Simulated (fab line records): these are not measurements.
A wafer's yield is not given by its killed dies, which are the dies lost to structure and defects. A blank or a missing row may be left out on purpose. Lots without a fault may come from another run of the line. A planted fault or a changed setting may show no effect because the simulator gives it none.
Split-lot experiment    flow n5 finfet    route with 1938 steps; 7 lots, 21 wafers read

== ON THE SPLIT ==
At N5_BEOL_M7_EXPOSE_25 (exposes mask V6, target cd 40 nm), the setting dose mj was moved away from the recipe's 42.5 on 11 of the 21 wafers read, by -7.2% to +7.5%. For the rest of the wafers, this setting stayed at what the recipe calls for.

== FROM THE SPLIT TO THE READING: what the file shows between them, 2 steps ==
- N5_BEOL_M7_PEB_26: peb time 60 s
- N5_BEOL_M7_DEVELOP_27: develop time 30 s

== THE READING ==
cd nm (nm) at N5_BEOL_M7_CD_MEAS_28, where the cd target is 40 nm. A value of 39.96 nm with a standard deviation of 0.23 nm is what fault-free wafers of this fab line usually give.

wafer   tool, chamber at the split  dose mj as run  against the recipe  cd nm, nm  against lot-mates on the recipe
L077.3  euv scanner-02, 0           42.5            recipe              40.30      -
L077.5  euv scanner-02, 0           42.5            recipe              40.38      -
L077.6  euv scanner-02, 0           42.5            recipe              39.73      -
L079.1  euv scanner-02, 0           42.5            recipe              40.19      -
L079.2  euv scanner-02, 0           45.1            +6.1%               41.33      +1.14
L079.4  euv scanner-02, 0           45.1            +6.1%               41.05      +0.86
L084.2  euv scanner-01, 0           42.5            recipe              40.10      -
L084.4  euv scanner-01, 0           42.5            recipe              39.98      -
L084.6  euv scanner-01, 0           42.5            recipe              40.47      -
L087.1  euv scanner-01, 0           42.5            recipe              39.73      -
L087.4  euv scanner-01, 0           39.42           -7.2%               37.95      -1.78
L087.6  euv scanner-01, 0           39.42           -7.2%               38.17      -1.56
L089.1  euv scanner-01, 0           42.5            recipe              39.90      -
L089.4  euv scanner-01, 0           44.59           +4.9%               40.62      +0.72
L089.5  euv scanner-01, 0           44.59           +4.9%               40.91      +1.01
L091.3  euv scanner-01, 0           45.68           +7.5%               41.73      +2.07
L091.4  euv scanner-01, 0           45.68           +7.5%               41.51      +1.85
L091.6  euv scanner-01, 0           42.5            recipe              39.66      -
L097.2  euv scanner-01, 0           44.64           +5.0%               41.15      no lot-mate on the recipe
L097.4  euv scanner-01, 0           44.64           +5.0%               41.27      no lot-mate on the recipe
L097.6  euv scanner-01, 0           44.64           +5.0%               40.98      no lot-mate on the recipe

FIT RESULTS
A straight line over all 21 wafers: cd nm changes by +0.226 nm for each +1% of dose mj; r = +0.96; the points scatter about the line by 0.27 nm.
The same after taking each lot's own level away (the mean of its wafers on the recipe; 18 wafers): +0.221 nm for each +1%; r = +0.97; scatter 0.25 nm.
On that fit, the largest move of dose mj shifts the reading by 1.7 nm.
Across the lots, their own levels run from 39.660 to 40.190 nm, a range of 2.3 times the standard deviation given above.
Consequently the slope shifts little with the lot-to-lot level, the two slopes agreeing.
Check: with one of the wafers moved furthest among these (+7.5%) left out of the fit, the line predicts +1.52 nm for it against its lot-mates. It came out at +2.07 nm against them.

== THE OTHER SPLITS THESE WAFERS WENT THROUGH ==
Other splits were also applied to these wafers ahead of the reading. Each is held against what the fit with the lots' levels taken away leaves over:
other split on the same wafers  wafers away from the commonest value  r with cd nm (lot level and that fit taken away)
N5_BEOL_M6_ETCH_66 bias w       8                                     -0.31
N5_BEOL_M6_VIA_ETCH_34 time s   7                                     -0.05

== THE WHOLE CHAIN: every reading that the file lists as answering this split, in the file's order ==
step                    what it does                                                      reading                                                         change (the file's fit)                r (the file's)
N5_BEOL_M7_CD_MEAS_28   target cd 40 nm                                                   cd nm                                                           +0.218 nm for each +1% of the setting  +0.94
N5_BEOL_M7_DESCUM_33    chemistry O2, time 7 s                                            BEOL_M7.cd nm (the simulator's own value, which no gauge read)  +0.213 nm for each +1% of the setting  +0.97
N5_BEOL_M7_ETCH_72      etches underlayer in N2/H2, target depth 6.5 nm, time 5.2 s       BEOL_M7.cd nm (the simulator's own value, which no gauge read)  +0.229 nm for each +1% of the setting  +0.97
N5_BEOL_M7_VIA_ETCH_34  etches SiCOH lowk in C4F6/O2, target depth 125.5 nm, time 50.5 s  BEOL_M7.cd nm (the simulator's own value, which no gauge read)  +0.216 nm for each +1% of the setting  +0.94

== THE FILE'S OWN FIT ==
cd nm changes by +0.218 nm for each +1% of dose mj, r = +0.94.
